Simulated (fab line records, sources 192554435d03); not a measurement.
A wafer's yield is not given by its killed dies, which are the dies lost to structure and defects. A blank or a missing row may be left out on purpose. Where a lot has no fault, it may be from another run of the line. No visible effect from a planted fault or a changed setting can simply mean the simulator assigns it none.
fab line records	flow n5-finfet
[record] lots = 9	wafers = 25	last-day = 18
route steps=1938 shown HKMG_FIN@455 GATE_CUT@467 BEOL_M4@1111 PASSIVATION@1936
lots that met no fault: taken from a fault-free run of the same line
start-h: hours from the record's opening day to when the first of the lot's shown wafers began	wait-h: how many hours have passed since the lot's step before this one	" same as the row above	L1.1+2: several wafers, shown together as one row	- value missing, or start not given	* or withheld: withheld	< > ~ a bound
route shown NAME@n: NAME is a module with steps in the file, n the number in the route of the first one	usual: the fault-free wafers' mean and standard deviation	same: alike in all rows	chamber/n: place in a boat	sites: each site's reading	_std_site: standard deviation across them	_edge_site: inner sites' mean taken away from outer sites' mean	radius-mm: how far each site lies from the wafer's centre	mask NAME#n: copy n	behind: the tool/chamber that last shaped the wafer	hold: why the lot went on hold/how many hours it stayed there/how the hold came to an end	device: transistor that didn't switch, given as n, p or np	end of line: at the end of the route, the tests of the same wafers	where a step has no rows: the recipe by itself	killed: dies lost to structure and defects at the first sort, not the wafer's yield	map: shows each die of a wafer: x if killed, . if not, _ if none is there
set.NAME: the setting as run; set.NAME@STEP: as run at that earlier step	model.NAME: the simulator's own value behind a step, which no gauge read
route steps across a sampled set of lots; one table per step, one row per wafer
services: the hour from which a tool's chamber was out of use, counted from the record's first day as start-h (under 0 if before that day), plus the number of hours and why
[[steps]]
[step N5_HKMG_FIN_STRIP_69]
[recipe] chemistry = N2/H2	power-w = 2500	temp-c = 300	h2-frac = 0.65	time-s = 360	pressure-mtorr = withheld	n2-flow-sccm = 1750	h2-flow-sccm = 3250
[usual] drypump-motor-current-A = 5.38/0.27	heater-power-w = 494/21
lot.wafer	tool	chamber	start-h	wait-h	drypump-motor-current-A	heater-power-w	rf-hours-counter-h
L175.1	plasma-asher-02	0	82.18	0.2	4.97	489	78
L175.3	"	0	"	"	4.96	487	-
L175.4	"	1	"	"	5.16	511	-
L178.1	plasma-asher-01	1	96.46	0.1	5.64	500	39
L178.4	"	1	"	"	5.66	514	-
L178.5	"	0	"	"	5.46	471	-
L179.3	plasma-asher-01	1	102.69	0.3	5.68	507	-
L179.4	"	0	"	"	5.47	458	-
L179.5	"	0	"	"	5.47	477	-
L184.4	plasma-asher-02	1	135.52	0.4	5.15	519	-
L184.5	"	0	"	"	4.98	483	-
L185.1	plasma-asher-02	1	140.75	0.1	5.15	518	88
L185.6	"	0	"	"	4.96	480	-
L195.2	plasma-asher-02	0	197.93	0.1	4.97	493	99
L195.3	"	1	"	"	5.14	513	-
L195.5	"	0	"	"	4.97	480	-
L196.1	plasma-asher-01	1	204.04	0.1	5.69	509	62
L196.4	"	1	"	"	5.68	497	-
L196.6	"	1	"	"	5.67	503	-
L198.3	plasma-asher-01	1	217.12	0.2	5.65	497	-
L198.5	"	0	"	"	5.46	463	-
L198.6	"	1	"	"	5.66	517	-
L192.3	plasma-asher-01	0	219.23	0.2	5.46	471	-
L192.4	"	1	"	"	5.65	508	-
L192.5	"	0	"	"	5.47	472	-
[step N5_HKMG_FIN_CMP_23]
[recipe] stop-on = SiNx	t-overpolish-s = 10	post-cmp-clean = rinse-only	down-force-psi = 4	platen-rpm = 50.289	pad-velocity-m-s = 1.0006	target-thk-nm = 46.326
[usual] motor-current-A = 12.4/1	overpolish-run-s = 9.998/0.017	platen-rpm = 50.28/0.034	time-to-endpoint-s = 11.4/2.3
lot.wafer	tool	chamber	start-h	wait-h	motor-current-A	overpolish-run-s	platen-rpm	time-to-endpoint-s
L175.3	cmp-03	1	83.09	0.0	13.2	10.008	50.20	10.1
L175.4	"	2	"	"	12.5	10.013	50.25	13.2
L175.1	"	0	"	"	11.3	10.003	50.27	11.3
L178.1	cmp-04	1	97.38	0.0	11.3	10.021	50.30	11.3
L178.4	"	3	"	"	11.8	9.994	50.29	8.9
L178.5	"	1	"	"	11.6	9.998	50.30	12.2
L179.4	cmp-02	1	103.48	0.0	14.4	10.010	50.32	14.3
L179.3	"	0	"	"	12.2	10.002	50.32	9.5
L179.5	"	1	"	"	13.9	9.994	50.30	13.1
L184.4	cmp-03	0	136.31	0.0	11.3	9.994	50.25	13.5
L184.5	"	1	"	"	12.4	10.017	50.27	10.9
L185.1	cmp-02	1	141.90	0.3	14.0	9.991	50.25	9.9
L185.6	"	2	"	"	11.8	9.999	50.32	9.8
L195.3	cmp-03	0	198.92	0.1	11.9	9.996	50.31	13.6
L195.2	"	2	"	"	12.5	9.985	50.26	14.6
L195.5	"	0	"	"	11.5	10.015	50.24	15.1
L196.1	cmp-02	1	205.05	0.0	14.0	9.987	50.27	12.0
L196.4	"	3	"	"	12.3	10.003	50.25	12.0
L196.6	"	2	"	"	10.9	10.014	50.29	10.6
L198.3	cmp-04	3	218.08	0.2	10.9	9.999	50.32	11.0
L198.5	"	1	"	"	11.4	9.998	50.28	12.6
L198.6	"	2	"	"	14.8	9.994	50.28	11.1
L192.4	cmp-03	2	220.03	0.0	11.9	10.013	50.30	10.7
L192.3	"	3	"	"	11.6	9.995	50.21	7.4
L192.5	"	2	"	"	11.8	9.993	50.24	13.0
[step N5_GATE_CUT_ETCHBACK_30]
[recipe] chemistry = Cl2/Ar	target = TiN	target-depth-a = 30	mode = isotropic	pressure-mtorr = 10	icp-w = 600	bias-w = 60	Cl2_flow_sccm = 40	Ar_flow_sccm = 60
[usual] drypump-motor-current-A = 5.7/0.51	oes-product-au = 0.71/0.048	throttle-valve-pct = 20.6/0.34
lot.wafer	tool	chamber	start-h	wait-h	drypump-motor-current-A	oes-product-au	rf-hours-counter-h	throttle-valve-pct
L175.1	rie-metal-02	0	84.05	0.1	5.1	0.70	73	20.6
L175.3	"	0	"	"	5.2	0.70	-	20.6
L175.4	"	1	"	"	6.5	0.71	-	20.5
L178.1	rie-metal-02	1	98.34	0.1	6.5	0.70	91	20.5
L178.4	"	0	"	"	5.2	0.69	-	20.6
L178.5	"	0	"	"	5.2	0.69	-	20.6
L179.3	rie-metal-03	1	104.45	0.0	5.0	0.87	-	20.6
L179.4	"	0	"	"	5.7	0.61	-	21.1
L179.5	"	0	"	"	5.7	0.62	-	21.0
L184.4	rie-metal-02	1	137.28	0.0	6.5	0.69	-	20.6
L184.5	"	1	"	"	6.5	0.70	-	20.6
L185.1	rie-metal-02	0	142.62	0.1	5.2	0.69	79	20.6
L185.6	"	0	"	"	5.2	0.69	-	20.6
L195.2	rie-metal-01	1	199.80	0.1	5.7	0.75	48	20.3
L195.3	"	1	"	"	5.7	0.74	-	20.3
L195.5	"	0	"	"	5.7	0.68	-	21.4
L196.1	rie-metal-01	0	206.01	0.1	5.7	0.68	81	21.4
L196.4	"	0	"	"	5.6	0.68	-	21.4
L196.6	"	0	"	"	5.6	0.68	-	21.4
L198.3	rie-metal-02	1	218.88	0.0	6.5	0.68	-	20.6
L198.5	"	1	"	"	6.5	0.68	-	20.6
L198.6	"	0	"	"	5.1	0.67	-	20.6
L192.3	rie-metal-02	0	220.99	0.0	5.1	0.68	-	20.6
L192.4	"	1	"	"	6.5	0.69	-	20.6
L192.5	"	1	"	"	6.5	0.68	-	20.6
[step N5_GATE_CUT_PECVD_57]
[recipe] material = SiNx	target-thk-a = 210	temp-c = 400	precursor = SiH4/NH3/N2	pressure-torr = 1.5	rf-w = 300
[usual] chamber-pressure-Torr = 1.499/0.0032	heater-power-w = 810/69	showerhead-plenum-p-Torr = 5.13/0.047	throttle-valve-pct = 39.5/2.5
lot.wafer	tool	chamber	start-h	wait-h	chamber-pressure-Torr	heater-power-w	showerhead-plenum-p-Torr	throttle-valve-pct
L175.1	pecvd-03	2	86.64	1.1	1.498	829	5.15	34.8
L175.3	"	0	"	"	1.496	784	5.10	39.1
L175.4	"	1	"	"	1.500	884	5.13	42.3
L178.1	pecvd-02	0	101.86	1.1	1.499	758	5.20	37.6
L178.4	"	1	"	"	1.496	727	5.21	42.7
L178.5	"	0	"	"	1.501	777	5.20	38.0
L179.3	pecvd-03	2	107.03	1.1	1.494	897	5.15	34.8
L179.4	"	0	"	"	1.496	888	5.11	39.2
L179.5	"	2	"	"	1.499	868	5.14	34.8
L184.4	pecvd-04	0	140.34	1.1	1.497	796	5.09	40.6
L184.5	"	2	"	"	1.498	674	5.10	37.2
L185.1	pecvd-03	1	146.16	1.1	1.501	764	5.13	42.2
L185.6	"	1	"	"	1.499	773	5.14	42.4
L195.2	pecvd-02	2	202.41	1.1	1.496	811	5.06	41.9
L195.3	"	1	"	"	1.494	722	5.21	42.9
L195.5	"	1	"	"	1.503	715	5.22	42.8
L196.1	pecvd-02	1	208.69	1.1	1.499	824	5.21	42.6
L196.4	"	1	"	"	1.500	797	5.23	42.6
L196.6	"	2	"	"	1.498	877	5.07	42.1
L198.3	pecvd-02	1	221.47	1.1	1.497	691	5.21	42.9
L198.5	"	0	"	"	1.493	763	5.19	38.1
L198.6	"	1	"	"	1.499	685	5.20	42.5
L192.3	pecvd-02	0	223.77	1.1	1.493	738	5.19	37.8
L192.4	"	0	"	"	1.496	737	5.19	37.5
L192.5	"	1	"	"	1.503	741	5.22	42.8
[step N5_GATE_CUT_CMP_02]
[recipe] stop-on = SiO2	t-overpolish-s = 12.7	post-cmp-clean = alkaline-brush	down-force-psi = 2.5	platen-rpm = 51.8	pad-velocity-m-s = 1.0307	target-thk-nm = 0
[usual] motor-current-A = 9.3/1	platen-rpm = 51.80/0.031	time-to-endpoint-s = 25.1/2.5
lot.wafer	tool	chamber	start-h	wait-h	motor-current-A	platen-rpm	time-to-endpoint-s
L175.4	cmp-02	3	86.71	0.0	9.2	51.78	25.4
L175.1	"	0	"	"	8.6	51.80	22.4
L175.3	"	1	"	"	10.3	51.79	26.9
L178.4	cmp-01	2	101.94	0.0	10.4	51.82	28.4
L178.1	"	3	"	"	8.6	51.83	26.8
L178.5	"	2	"	"	10.5	51.82	29.8
L179.3	cmp-02	0	107.10	0.1	8.8	51.82	22.7
L179.4	"	3	"	"	9.0	51.82	25.2
L179.5	"	1	"	"	10.2	51.79	26.7
L184.4	cmp-02	0	140.53	0.2	9.1	51.80	23.0
L184.5	"	3	"	"	8.6	51.78	23.6
L185.1	cmp-01	0	146.31	0.1	10.4	51.79	27.3
L185.6	"	3	"	"	8.3	51.77	10.1
L195.3	cmp-01	3	202.56	0.1	8.0	51.84	22.5
L195.2	"	0	"	"	10.7	51.77	22.5
L195.5	"	2	"	"	10.6	51.83	23.4
L196.1	cmp-03	3	208.80	0.1	9.0	51.82	25.1
L196.4	"	0	"	"	8.4	51.77	25.8
L196.6	"	3	"	"	8.5	51.79	23.7
L198.3	cmp-01	1	221.55	0.1	7.5	51.74	18.5
L198.6	"	1	"	"	8.0	51.80	23.0
L198.5	"	2	"	"	11.5	51.77	22.0
L192.3	cmp-01	2	223.92	0.1	10.3	51.81	25.1
L192.4	"	3	"	"	8.0	51.84	24.3
L192.5	"	0	"	"	10.4	51.77	26.8
[step N5_BEOL_M4_RC_MEAS_101]
[usual] DIBL_N = 36.1/1.6	DIBL_P = 35.8/2.1	IOFF_N = 0.16/0.031	IOFF_P = 0.21/0.034	ION_N = 673/12	ION_P = 461/7.2	SS_N = 71.4/0.59	SS_P = 73.3/0.63	VT_N = 250/3.1	VT_P = -250/3.3
lot.wafer	tool	chamber	start-h	wait-h	DIBL_N[mV/V]	DIBL_P[mV/V]	IOFF_N[nA/um]	IOFF_P[nA/um]	ION_N[uA/um]	ION_P[uA/um]	SS_N[mV/dec]	SS_P[mV/dec]	VT_N[mV]	VT_P[mV]
L175.1	prober-02	0	175.25	0.0	36.1	36.1	0.17	0.21	676	463	71.7	73.4	248	-253
L175.3	"	0	"	"	36.0	35.6	0.16	0.21	670	457	71.8	73.3	249	-250
L175.4	"	0	"	"	36.9	36.0	0.17	0.21	689	465	71.4	74.3	247	-252
L178.1	prober-02	0	180.90	0.0	34.4	35.0	0.13	0.17	658	451	70.6	73.4	253	-252
L178.4	"	0	"	"	36.0	36.9	0.16	0.21	686	467	71.6	73.6	250	-251
L178.5	"	0	"	"	36.2	36.9	0.16	0.20	670	457	71.4	73.9	250	-253
L179.3	prober-02	0	201.06	0.3	36.3	36.9	0.17	0.21	683	459	71.6	73.3	250	-253
L179.4	"	0	"	"	36.1	37.0	0.17	0.21	677	457	71.6	73.4	249	-253
L179.5	"	0	"	"	38.2	39.6	0.23	0.27	687	465	72.3	74.0	243	-249
L184.4	prober-02	0	233.98	0.5	36.4	35.5	0.14	0.18	667	453	70.6	73.6	251	-253
L184.5	"	0	"	"	36.4	36.1	0.15	0.21	668	454	70.6	73.7	251	-251
L185.1	prober-01	0	234.95	0.0	35.4	36.1	0.14	0.17	667	452	71.0	73.5	253	-256
L185.6	"	0	"	"	35.7	36.6	0.14	0.18	664	452	71.4	73.3	254	-255
L195.2	prober-02	0	295.19	0.2	35.3	34.9	0.15	0.23	667	470	71.1	73.2	253	-247
L195.3	"	0	"	"	37.0	37.4	0.18	0.26	670	470	71.5	73.6	247	-247
L195.5	"	0	"	"	37.0	35.8	0.18	0.23	675	465	71.3	73.6	249	-247
L196.1	prober-01	0	300.74	0.0	36.8	35.8	0.18	0.22	676	465	71.4	73.6	247	-247
L196.4	"	0	"	"	38.2	38.7	0.21	0.29	685	469	72.2	74.5	244	-246
L196.6	"	0	"	"	37.3	36.1	0.17	0.23	675	462	71.9	73.7	249	-249
L198.3	prober-02	0	310.34	0.3	34.9	36.0	0.16	0.20	682	463	71.6	73.4	248	-247
L198.5	"	0	"	"	35.4	36.3	0.17	0.21	674	461	71.3	74.2	248	-248
L198.6	"	0	"	"	36.7	38.3	0.21	0.24	688	463	72.0	73.9	242	-248
L192.3	prober-01	0	320.46	0.3	36.0	35.9	0.17	0.24	672	463	71.7	73.3	250	-246
L192.4	"	0	"	"	35.1	33.0	0.16	0.19	687	470	71.0	72.7	248	-250
L192.5	"	0	"	"	37.1	36.0	0.18	0.23	669	461	71.3	73.4	246	-248
[step N5_PASSIVATION_PROBE_49]
[usual] defect-limited-yield = 91.0/1.5	killed_at_M0_to_M3 = 35/11	killed_at_M4_up = 13/6	killed-at-contacts = 14/6.5	killed-at-front-end = 40/12	killed-at-other = 4/3.4	killed-dies = 106/18	killed-open = 68/14	killed-short = 35/7.7	sort_bin_5_function = 5.2/0.98	sort_bin_6_memory = 3.4/0.72	sort-n-pass = 1074/18	sort-yield-pct = 91.0/1.5
[same] gross-dies = 1180	killed-at-back-side = 0	sort_bin_4_leakage[%] = 0	sort_bin_8_speed[%] = 0
lot.wafer	tool	chamber	start-h	wait-h	defect-limited-yield[%]	killed_at_M0_to_M3	killed_at_M4_up	killed-at-contacts	killed-at-front-end	killed-at-other	killed-dies	killed-open	killed-short	sort_bin_5_function[%]	sort_bin_6_memory[%]	sort-n-pass	sort-yield-pct[%]
L179.3	prober-02	-	302.51	0.1	89.2	54	14	18	40	2	128	84	44	7.1	3.4	1052	89.2
L179.4	prober-02	-	302.56	0.2	91.4	45	7	19	26	4	101	47	49	4.7	3.3	1079	91.4
L179.5	prober-02	-	302.61	0.2	92.0	43	2	12	30	7	94	55	37	4.6	2.7	1086	92.0
// killed by level:class
L179.3 BEOL_M0_SAQP:geometric-particle:open=23 MOL_CONTACT_COAG:geometric-particle:open=15 BEOL_M0_SAQP:geometric-particle:short=14 FIN_SAQP:geometric-particle:open=12 FIN_SAQP:geometric-particle:short=9 BEOL_M3:geometric-particle:open=7 STARTING-WAFER:geometric-particle:short=5 BEOL_M4:geometric-particle:open=5
L179.4 BEOL_M0_SAQP:geometric-particle:short=21 BEOL_M0_SAQP:geometric-particle:open=13 MOL_CONTACT_COAG:geometric-particle:open=11 MOL_CONTACT_COAG:geometric-particle:short=8 FIN_SAQP:geometric-particle:short=4 FIN_SAQP:geometric-particle:open=4 HKMG_FIN:area-etch=4 STI_FIN_REVEAL:geometric-particle:open=3
L179.5 BEOL_M0_SAQP:geometric-particle:short=20 BEOL_M0_SAQP:geometric-particle:open=13 FIN_SAQP:geometric-particle:open=11 MOL_CONTACT_COAG:geometric-particle:open=8 DUMMY_GATE:geometric-particle:open=5 MOL_CONTACT_COAG:geometric-particle:short=4 BEOL_M3:geometric-particle:open=4 FIN_SAQP:geometric-particle:short=3
[[services]]
tool	chamber	start-h	hours	kind
cmp-02	-	59.44	5.7	pm
cmp-03	-	64.19	0.9	repair
cmp-02	-	67.40	1.0	repair
cmp-02	-	80.93	1.7	repair
plasma-asher-01	-	81.45	1.4	repair
cmp-03	-	84.15	0.6	repair
rie-metal-02	-	85.09	0.1	repair
cmp-01	-	86.37	2.5	repair
cmp-04	-	87.17	0.8	repair
cmp-04	-	89.54	4.1	pm
cmp-04	-	117.69	8.8	repair
pecvd-03	2	127.03	15.7	repair
plasma-asher-01	-	131.10	4.4	repair
cmp-02	-	131.67	0.6	repair
cmp-03	-	147.38	4.0	pm
pecvd-02	-	159.64	28.1	pm
rie-metal-02	0	166.26	7.7	repair
plasma-asher-01	-	177.47	2.0	repair
cmp-03	-	181.03	5.0	pm
cmp-01	-	182.90	1.0	repair
cmp-01	-	190.13	0.5	repair
rie-metal-02	1	198.86	9.7	repair
cmp-01	-	215.26	4.0	pm
pecvd-03	1	218.34	4.4	repair
[[key]]
[first-sign] step = N5_GATE_CUT_CMP_02	reading = time-to-endpoint-s	direction = down	sigmas = 5.9	usual = *	struck = *
effect none on later readings
met-at N5_GATE_CUT_PECVD_57
struck-lots L185
struck-wafers L185.6
not-acting-at N5_HKMG_FIN_STRIP_69,N5_HKMG_FIN_CMP_23,N5_GATE_CUT_ETCHBACK_30
onset-between 107.03 146.16
[fault] kind = process-parameter-drift	tool = pecvd-03	chamber = -	onset-h = 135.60	steps = N5_GATE_CUT_PECVD_57	channel = target-thk-a	offset = *	shape = step	end-h = 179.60	scope = struck-wafers-only	acts-in = *	stated = *
